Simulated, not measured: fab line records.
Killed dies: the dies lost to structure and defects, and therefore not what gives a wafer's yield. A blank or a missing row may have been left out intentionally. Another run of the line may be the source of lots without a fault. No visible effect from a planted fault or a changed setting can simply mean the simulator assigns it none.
Matching of chambers :: flow n5_finfet :: rie_diel-04 running N5_BEOL_M10_STRIP_67: 4 sister chambers
The step strips in CF4. 14 wafers are shown with their chamber, then 7 later ones without.

WAFERS, EACH WITH ITS CHAMBER
wafer: L074.2
chamber: 2
drypump_motor_current_A (A): 5.5
showerhead_plenum_p_Torr (Torr): 1.81
oes_product_au (a.u.): 0.84

wafer: L074.3
chamber: 0
drypump_motor_current_A (A): 5.7
showerhead_plenum_p_Torr (Torr): 1.78
oes_product_au (a.u.): 0.70

wafer: L074.4
chamber: 2
drypump_motor_current_A (A): 5.5
showerhead_plenum_p_Torr (Torr): 1.81
oes_product_au (a.u.): 0.84

wafer: L076.2
chamber: 2
drypump_motor_current_A (A): 5.4
showerhead_plenum_p_Torr (Torr): 1.81
oes_product_au (a.u.): 0.84

wafer: L076.3
chamber: 2
drypump_motor_current_A (A): 5.4
showerhead_plenum_p_Torr (Torr): 1.81
oes_product_au (a.u.): 0.84

wafer: L076.5
chamber: 3
drypump_motor_current_A (A): 5.6
showerhead_plenum_p_Torr (Torr): 1.81
oes_product_au (a.u.): 0.83

wafer: L077.4
chamber: 2
drypump_motor_current_A (A): 5.4
showerhead_plenum_p_Torr (Torr): 1.81
oes_product_au (a.u.): 0.83

wafer: L077.5
chamber: 3
drypump_motor_current_A (A): 5.6
showerhead_plenum_p_Torr (Torr): 1.81
oes_product_au (a.u.): 0.83

wafer: L077.6
chamber: 2
drypump_motor_current_A (A): 5.4
showerhead_plenum_p_Torr (Torr): 1.81
oes_product_au (a.u.): 0.83

wafer: L089.3
chamber: 1
drypump_motor_current_A (A): 5.4
showerhead_plenum_p_Torr (Torr): 1.75
oes_product_au (a.u.): 0.82

wafer: L089.4
chamber: 2
drypump_motor_current_A (A): 5.4
showerhead_plenum_p_Torr (Torr): 1.80
oes_product_au (a.u.): 0.80

wafer: L089.5
chamber: 2
drypump_motor_current_A (A): 5.4
showerhead_plenum_p_Torr (Torr): 1.80
oes_product_au (a.u.): 0.80

wafer: L086.4
chamber: 3
drypump_motor_current_A (A): 5.6
showerhead_plenum_p_Torr (Torr): 1.80
oes_product_au (a.u.): 0.80

wafer: L086.5
chamber: 3
drypump_motor_current_A (A): 5.6
showerhead_plenum_p_Torr (Torr): 1.80
oes_product_au (a.u.): 0.80

SIGNATURES (averages over the wafers above)
reading: drypump_motor_current_A
chamber 0: 5.700
chamber 1: 5.400
chamber 2: 5.425
chamber 3: 5.600
scatter within a chamber: 0.0387

reading: showerhead_plenum_p_Torr
chamber 0: 1.7800
chamber 1: 1.7500
chamber 2: 1.8075
chamber 3: 1.8050
scatter within a chamber: 0.005

reading: oes_product_au
chamber 0: 0.7000
chamber 1: 0.8200
chamber 2: 0.8275
chamber 3: 0.8150
scatter within a chamber: 0.0175
Rule: a wafer's distance from a chamber is the root of the sum, over the readings, of the square of ((its reading less the chamber's mean) divided by the reading's scatter). The wafer belongs to the nearest chamber; if the next one is less than 2 further off, it can't be placed. The scatter: the root of (the sum of the squares of (reading less its chamber's mean) over the shown wafers, divided by (wafers less chambers)).

WAFERS MISSING THEIR CHAMBER
wafer: L086.6
drypump_motor_current_A (A): 5.7
showerhead_plenum_p_Torr (Torr): 1.77
oes_product_au (a.u.): 0.95

wafer: L088.2
drypump_motor_current_A (A): 5.4
showerhead_plenum_p_Torr (Torr): 1.75
oes_product_au (a.u.): 0.83

wafer: L088.3
drypump_motor_current_A (A): 5.4
showerhead_plenum_p_Torr (Torr): 1.80
oes_product_au (a.u.): 0.80

wafer: L088.5
drypump_motor_current_A (A): 5.4
showerhead_plenum_p_Torr (Torr): 1.80
oes_product_au (a.u.): 0.79

wafer: L093.1
drypump_motor_current_A (A): 5.8
showerhead_plenum_p_Torr (Torr): 1.77
oes_product_au (a.u.): 0.93

wafer: L093.3
drypump_motor_current_A (A): 5.4
showerhead_plenum_p_Torr (Torr): 1.75
oes_product_au (a.u.): 0.82

wafer: L093.6
drypump_motor_current_A (A): 5.4
showerhead_plenum_p_Torr (Torr): 1.75
oes_product_au (a.u.): 0.82

THE CHAMBER EACH PASSED THROUGH
wafer: L086.6
from the rows above: can't be placed: 3 or 1 or 2
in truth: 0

wafer: L088.2
from the rows above: 1
in truth: 1

wafer: L088.3
from the rows above: 2
in truth: 2

wafer: L088.5
from the rows above: 2
in truth: 2

wafer: L093.1
from the rows above: can't be placed: 3 or 1
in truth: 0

wafer: L093.3
from the rows above: 1
in truth: 1

wafer: L093.6
from the rows above: 1
in truth: 1
Correctly placed: 5 of 7. Can't be placed from these rows: 2 (the true chamber is among the candidates in 0). 0 placed wrongly.
